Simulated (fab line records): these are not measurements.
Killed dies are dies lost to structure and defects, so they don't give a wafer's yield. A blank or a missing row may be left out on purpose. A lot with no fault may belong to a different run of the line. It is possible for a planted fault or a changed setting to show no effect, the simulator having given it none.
fab line records | flow nandHarc
record: lots: 11 wafers: 33 lastDay: 33
route steps=1302 shown A_STAIRCASE@684 END@1302
lots that met no fault: from a run of the same line without faults
startH: the number of hours between the record's first day and the start of the first shown wafer of the lot | waitH: hours since the lot's step before | " the same as in the row above | L1.1+2: one row covering several wafers at once | - value missing, or start not given | * or withheld: withheld | < > ~ a bound
route shown NAME@n: NAME is a module with steps in the file, n the number in the route of the first one | usual: mean/standard deviation of fault-free wafers | same: alike in all rows | chamber/n: place in a boat | sites: per-site readings | _std_site: standard deviation of those values | _edge_site: mean of outer sites minus mean of inner sites | radiusMm: how far each site lies from the wafer's centre | mask NAME#n: copy n | behind: the tool/chamber that last shaped the wafer | hold: the reason the lot was held/the length of the hold in hours/how it ended | device: whichever transistor did not switch (one of n, p or np) | end of line: tests run on the same wafers once the route is complete | a step with no rows: only its recipe | killed: at the first sort, the dies lost to defects and structure; wafer yield is something else | map: a wafer's dies, marking killed ones x, the rest . and places with no die _
set.NAME: the setting as run; set.NAME@STEP: as run at that earlier step | model.NAME: the simulator's own value behind a step, which no gauge read
one table for each step of the route and one row for each wafer, over a sample of lots
services: a tool's chamber out of use, with start hour (startH, from the record's first day; less than 0 if before it), hours out, and reason
== steps ==
step: NHARC_A_STAIRCASE_ETCH_27
recipe: targetDepthA: 1000 timeS: 40.5 ionEnergyEv: 400 c4f8FlowSccm: 20 o2FlowSccm: 10 arFlowSccm: withheld rfW: 600 biasW: 1000 chemistry: C4F8/O2
usual: oesProductAu: 0.940/0.013 rfFwdPowerW: 591.5/2.6 rfVppV: 897/5.9 runLengthS: 61.8/0.39
columns lot.wafer tool chamber startH waitH oesProductAu rfFwdPowerW rfHoursCounterH rfVppV runLengthS
L978.1 rieDiel-03 1 - - 0.934 585.6 28 905 62.0
L978.4 " 3 " " 0.939 592.1 30 895 61.8
L978.6 " 1 " " 0.939 589.9 - 905 62.0
L983.2 rieDiel-06 0 - - 0.939 591.6 24 903 62.0
L983.3 " 2 " " 0.937 594.4 19 890 61.8
L983.1 " 3 " " 0.921 593.2 22 898 61.4
L982.4 rieDiel-03 0 - - 0.959 593.6 40 888 61.6
L982.3 " 1 " " 0.948 584.8 37 906 62.0
L982.6 " 0 " " 0.966 590.3 - 887 61.6
L981.2 rieDiel-06 0 - - 0.932 593.2 24 904 62.4
L981.4 " 3 " " 0.937 588.9 22 898 62.0
L981.6 " 0 " " 0.928 592.4 - 905 62.0
L984.3 rieDiel-06 1 - - 0.921 594.0 26 896 61.8
L984.1 " 0 " " 0.942 587.9 28 904 62.3
L984.5 " 2 " " 0.938 592.4 - 893 61.6
L990.3 rieDiel-03 0 - - 0.925 590.2 1 908 61.8
L990.4 " 1 " " 0.931 587.5 1 904 62.9
L990.1 " 2 " " 0.948 591.2 1 898 61.4
L989.4 rieDiel-02 0 - - 0.932 590.6 24 888 61.4
L989.1 " 2 " " 0.935 590.8 21 900 62.1
L989.2 " 3 " " 0.962 588.8 23 897 62.1
L991.4 rieDiel-03 1 - - 0.933 587.2 14 905 62.1
L991.1 " 2 " " 0.955 593.4 12 898 61.6
L991.6 " 0 " " 0.904 593.2 - 906 61.7
L996.4 rieDiel-06 2 - - 0.946 591.3 12 892 61.8
L996.5 " 3 " " 0.940 590.1 - 896 61.2
L996.6 " 0 " " 0.932 591.7 - 904 61.8
L100.3 rieDiel-06 2 - - 0.946 594.8 24 891 61.7
L100.2 " 3 " " 0.922 590.4 22 896 61.3
L100.4 " 1 " " 0.960 595.9 25 893 61.7
L999.3 rieDiel-06 0 - - 0.930 588.9 30 904 61.8
L999.5 " 0 " " 0.914 590.5 - 903 61.9
L999.6 " 1 " " 0.968 594.6 - 892 61.7
step: NHARC_A_STAIRCASE_TRIM_189
recipe: timeS: 211.2 o2FlowSccm: 500 arFlowSccm: 0 biasW: 0 chemistry: O2
usual: drypumpMotorCurrentA: 5.5/0.3 oesProductAu: 0.996/0.014 rfVppV: 57.8/0.99 showerheadPlenumPTorr: 3.55/0.16 throttleValvePct: 17.036/0.0083
columns lot.wafer tool chamber startH waitH drypumpMotorCurrentA oesProductAu rfHoursCounterH rfVppV showerheadPlenumPTorr throttleValvePct
L978.4 rieDiel-02 2 - - 5.9 0.993 53 58.6 3.65 17.036
L978.1 " 3 " " 5.3 1.003 53 57.9 3.56 17.028
L978.6 " 0 " " 5.8 0.997 - 56.1 3.31 17.025
L983.3 rieDiel-06 0 - - 5.0 0.978 25 58.4 3.76 17.021
L983.2 " 2 " " 5.4 0.987 20 58.3 3.41 17.023
L983.1 " 3 " " 5.9 0.979 22 58.6 3.58 17.040
L982.3 rieDiel-03 2 - - 5.4 1.023 39 57.2 3.58 17.041
L982.4 " 0 " " 5.2 1.010 41 57.5 3.29 17.049
L982.6 " 3 " " 5.6 1.014 - 56.1 3.49 17.039
L981.4 rieDiel-03 1 - - 5.8 0.997 38 59.9 3.77 17.042
L981.2 " 2 " " 5.4 1.030 40 57.5 3.58 17.042
L981.6 " 1 " " 5.9 1.011 - 58.6 3.77 17.039
L984.3 rieDiel-06 1 - - 5.3 0.977 26 56.3 3.49 17.046
L984.1 " 2 " " 5.4 0.990 24 58.5 3.40 17.055
L984.5 " 1 " " 5.3 0.973 - 56.6 3.49 17.040
L990.3 rieDiel-06 1 - - 5.3 0.973 46 56.5 3.48 17.044
L990.1 " 2 " " 5.4 0.986 43 57.7 3.39 17.044
L990.4 " 3 " " 5.9 1.001 47 58.7 3.57 17.029
L989.1 rieDiel-03 3 - - 5.7 0.993 4 57.2 3.48 17.021
L989.2 " 0 " " 5.2 0.989 6 58.4 3.80 17.038
L989.4 " 1 " " 5.9 0.992 6 57.6 3.76 17.043
L991.1 rieDiel-02 3 - - 5.2 1.020 35 57.2 3.53 17.031
L991.4 " 2 " " 5.9 1.013 32 58.2 3.63 17.033
L991.6 " 3 " " 5.2 1.009 - 57.7 3.53 17.033
L996.4 rieDiel-03 1 - - 5.9 0.982 27 59.5 3.75 17.033
L996.6 " 3 " " 5.6 0.999 - 57.1 3.47 17.048
L996.5 " 0 " " 5.2 0.965 - 59.0 3.80 17.043
L100.3 rieDiel-06 3 - - 6.0 0.988 23 58.2 3.55 17.032
L100.2 " 1 " " 5.2 1.013 26 59.0 3.46 17.037
L100.4 " 2 " " 5.4 1.015 25 57.6 3.38 17.046
L999.3 rieDiel-06 2 - - 5.4 0.994 28 57.7 3.38 17.032
L999.5 " 3 " " 5.9 0.987 - 57.8 3.55 17.031
L999.6 " 0 " " 5.0 0.975 - 58.8 3.73 17.034
step: NHARC_A_STAIRCASE_TRIM_200
recipe: timeS: 211.2 o2FlowSccm: 500 arFlowSccm: 0 biasW: 0 chemistry: O2
usual: drypumpMotorCurrentA: 5.5/0.3 oesProductAu: 0.997/0.012 rfVppV: 57.9/0.87 showerheadPlenumPTorr: 3.56/0.16 throttleValvePct: 17.037/0.0086
columns lot.wafer tool chamber startH waitH drypumpMotorCurrentA oesProductAu rfHoursCounterH rfVppV showerheadPlenumPTorr throttleValvePct
L978.4 rieDiel-06 1 - - 5.3 0.980 15 58.0 3.49 17.029
L978.1 " 2 " " 5.4 0.984 15 58.1 3.41 17.046
L978.6 " 1 " " 5.3 0.973 - 59.0 3.49 17.050
L983.2 rieDiel-06 3 - - 5.9 0.991 24 56.7 3.58 17.028
L983.3 " 0 " " 5.0 0.994 26 58.8 3.76 17.034
L983.1 " 2 " " 5.4 0.991 21 56.3 3.40 17.031
L982.3 rieDiel-06 2 - - 5.4 0.985 21 57.9 3.40 17.051
L982.4 " 0 " " 5.0 1.001 26 57.6 3.76 17.033
L982.6 " 2 " " 5.4 0.990 - 56.1 3.40 17.035
L981.2 rieDiel-03 3 - - 5.7 1.009 44 57.1 3.49 17.053
L981.4 " 0 " " 5.2 1.007 42 57.4 3.29 17.038
L981.6 " 0 " " 5.2 1.009 - 57.3 3.29 17.038
L984.3 rieDiel-02 0 - - 5.8 0.984 6 57.2 3.31 17.035
L984.1 " 1 " " 5.6 1.007 6 58.0 3.80 17.024
L984.5 " 0 " " 5.8 0.980 - 55.3 3.31 17.046
L990.3 rieDiel-02 2 - - 5.9 1.010 22 57.7 3.64 17.034
L990.4 " 0 " " 5.8 0.997 25 56.3 3.30 17.027
L990.1 " 1 " " 5.6 0.997 23 59.3 3.80 17.028
L989.1 rieDiel-06 0 - - 5.0 0.988 51 58.5 3.75 17.045
L989.2 " 1 " " 5.3 0.976 47 57.9 3.48 17.038
L989.4 " 2 " " 5.4 0.986 45 57.1 3.39 17.057
L991.4 rieDiel-06 2 - - 5.4 0.999 1 57.5 3.39 17.030
L991.1 " 0 " " 5.0 0.994 1 58.4 3.75 17.038
L991.6 " 3 " " 6.0 0.994 - 59.0 3.57 17.035
L996.4 rieDiel-03 2 - - 5.4 1.001 25 58.3 3.56 17.043
L996.6 " 1 " " 5.8 0.988 - 58.8 3.75 17.035
L996.5 " 2 " " 5.4 1.001 - 57.6 3.56 17.047
L100.2 rieDiel-03 1 - - 5.8 0.990 37 58.5 3.74 17.024
L100.4 " 2 " " 5.4 1.007 36 58.1 3.55 17.041
L100.3 " 3 " " 5.6 1.002 30 57.4 3.47 17.033
L999.3 rieDiel-06 1 - - 5.2 1.010 30 58.7 3.46 17.038
L999.5 " 1 " " 5.2 1.005 - 58.6 3.46 17.039
L999.6 " 2 " " 5.4 1.004 - 58.5 3.38 17.040
step: NHARC_A_STAIRCASE_ETCH_201
recipe: targetDepthA: 1000 timeS: 40.5 ionEnergyEv: 400 c4f8FlowSccm: 20 o2FlowSccm: 10 arFlowSccm: withheld rfW: 600 biasW: 1000 chemistry: C4F8/O2
usual: oesProductAu: 0.941/0.015 rfFwdPowerW: 591.5/2.3 rfVppV: 897/5.6 runLengthS: 61.7/0.39
columns lot.wafer tool chamber startH waitH oesProductAu rfFwdPowerW rfHoursCounterH rfVppV runLengthS
L978.1 rieDiel-06 1 377.15 - 0.922 593.7 15 894 61.9
L978.4 " 2 " " 0.928 592.4 15 891 61.4
L978.6 " 3 " " 0.943 591.7 - 898 61.2
L983.3 rieDiel-06 0 402.50 - 0.942 588.2 26 904 61.9
L983.2 " 1 " " 0.914 593.1 23 893 61.7
L983.1 " 2 " " 0.933 594.4 21 891 61.4
L982.3 rieDiel-06 3 402.84 - 0.927 592.1 24 898 61.4
L982.4 " 1 " " 0.921 593.9 24 894 61.9
L982.6 " 3 " " 0.924 591.4 - 899 61.5
L981.4 rieDiel-03 1 403.47 - 0.961 589.5 39 906 62.2
L981.2 " 0 " " 0.941 593.2 43 890 61.5
L981.6 " 2 " " 0.981 593.5 - 898 61.0
L984.3 rieDiel-02 2 415.73 - 0.959 586.4 4 902 61.7
L984.1 " 3 " " 0.947 590.6 4 897 62.3
L984.5 " 2 " " 0.952 587.5 - 901 61.6
L990.4 rieDiel-02 2 475.42 - 0.946 591.8 22 900 62.0
L990.1 " 3 " " 0.940 594.0 24 896 62.1
L990.3 " 1 " " 0.946 589.6 23 905 61.6
L989.2 rieDiel-06 2 476.09 - 0.948 - 45 892 54.4
L989.1 " 3 " " 0.940 - 49 897 54.8
L989.4 " 1 " " 0.920 - 47 894 54.9
L991.4 rieDiel-06 3 500.21 - 0.930 - 2 899 54.6
L991.1 " 1 " " 0.965 - 1 893 55.3
L991.6 " 3 " " 0.931 - - 897 54.7
L996.4 rieDiel-03 1 540.21 - 0.924 585.4 28 904 62.3
L996.5 " 1 " " 0.918 585.6 - 903 62.2
L996.6 " 2 " " 0.944 595.3 - 898 60.9
L100.4 rieDiel-03 2 575.54 - 0.929 592.1 36 898 60.9
L100.3 " 0 " " 0.902 594.9 31 903 61.7
L100.2 " 1 " " 0.923 589.3 37 905 62.1
L999.3 rieDiel-06 2 582.62 - 0.930 590.9 29 889 61.5
L999.6 " 0 " " 0.927 589.7 - 904 62.1
L999.5 " 1 " " 0.945 591.4 - 894 61.7
step: NHARC_END_SORT_01
recipe: tempC: 25
usual: killedAtArray: 61/24 killedAtOther: 1.2/1.3 killedAtPeriphery: 3.7/2.6 killedDies: 66/23 killedOpen: 3.3/1.8 killedShort: 2.4/1.6
same: grossDies: 677
columns lot.wafer tool chamber startH waitH killedAtArray killedAtOther killedAtPeriphery killedDies killedOpen killedShort
L991.4 prober-01 0 706.35 3.4 53 1 7 61 3 1
L991.6 prober-01 0 707.94 4.0 59 2 2 63 3 4
killed by level:class
L991.4 A_CHANNEL_HOLE_D1:chamberFilmFlake=31 A_STAIRCASE:chamberFilmFlake=8 P_GATE:chamberFilmFlake=3 A_DECK1_JOINT:chamberFilmFlake=3 A_CHANNEL_HOLE_D2:chamberFilmFlake=3 P_ZERO_WELL:chamberFilmFlake=2 A_SLIT:chamberFilmFlake=2 A_CONTACT:chamberFilmFlake=2
L991.6 A_CHANNEL_HOLE_D1:chamberFilmFlake=32 A_CHANNEL_HOLE_D2:chamberFilmFlake=6 A_STAIRCASE:chamberFilmFlake=6 A_SLIT:chamberFilmFlake=4 A_CHANNEL_FILL_D2:geometricParticle:short=2 THIN_TSV:chamberFilmFlake=2 A_DECK1_JOINT:chamberFilmFlake=2 A_DECK1_JOINT:geometricParticle:open=1
== services ==
columns tool chamber startH hours kind
rieDiel-06 0 365.39 - clean
rieDiel-06 1 365.39 - clean
rieDiel-06 2 365.39 - clean
rieDiel-06 3 365.39 - clean
rieDiel-02 0 388.08 3.5 repair
rieDiel-06 0 389.89 - clean
rieDiel-06 1 389.89 - clean
rieDiel-06 2 389.89 - clean
rieDiel-06 3 389.89 - clean
rieDiel-02 - 393.70 9.0 pm
rieDiel-06 0 414.40 - clean
rieDiel-06 1 414.40 - clean
rieDiel-06 2 414.40 - clean
rieDiel-06 3 414.40 - clean
rieDiel-03 1 427.33 3.5 repair
rieDiel-06 0 438.90 - clean
rieDiel-06 1 438.90 - clean
rieDiel-06 2 438.90 - clean
rieDiel-03 - 458.46 9.0 pm
rieDiel-03 0 481.98 13.0 repair
rieDiel-06 - 484.39 9.0 pm
rieDiel-03 3 517.78 17.8 repair
rieDiel-06 3 518.22 11.4 repair
rieDiel-02 - 570.78 9.0 pm
== key ==
firstSign: step: NHARC_A_STAIRCASE_ETCH_201 reading: runLengthS direction: down sigmas: 18 usual: * struck: *
effect none on later readings
metAt NHARC_A_STAIRCASE_ETCH_201
struckLots L989,L991
testerLeftOut L989,L991
notActingAt NHARC_A_STAIRCASE_ETCH_27,NHARC_A_STAIRCASE_TRIM_189,NHARC_A_STAIRCASE_TRIM_200
onsetBetween 402.84 476.09
fault: kind: processParameterDrift tool: rieDiel-06 chamber: - onsetH: 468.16 steps: NHARC_A_STAIRCASE_ETCH_201 channel: timeS offset: * shape: step endH: 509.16 actsIn: * stated: *
testerLeftOut: of these lots the tester's yield and bins aren't shown, on N5 and GAA mostly nor the transistor test; their killed dies are dies lost to structure and defects alone, not to doping, threshold or leakage, so they don't give the yield
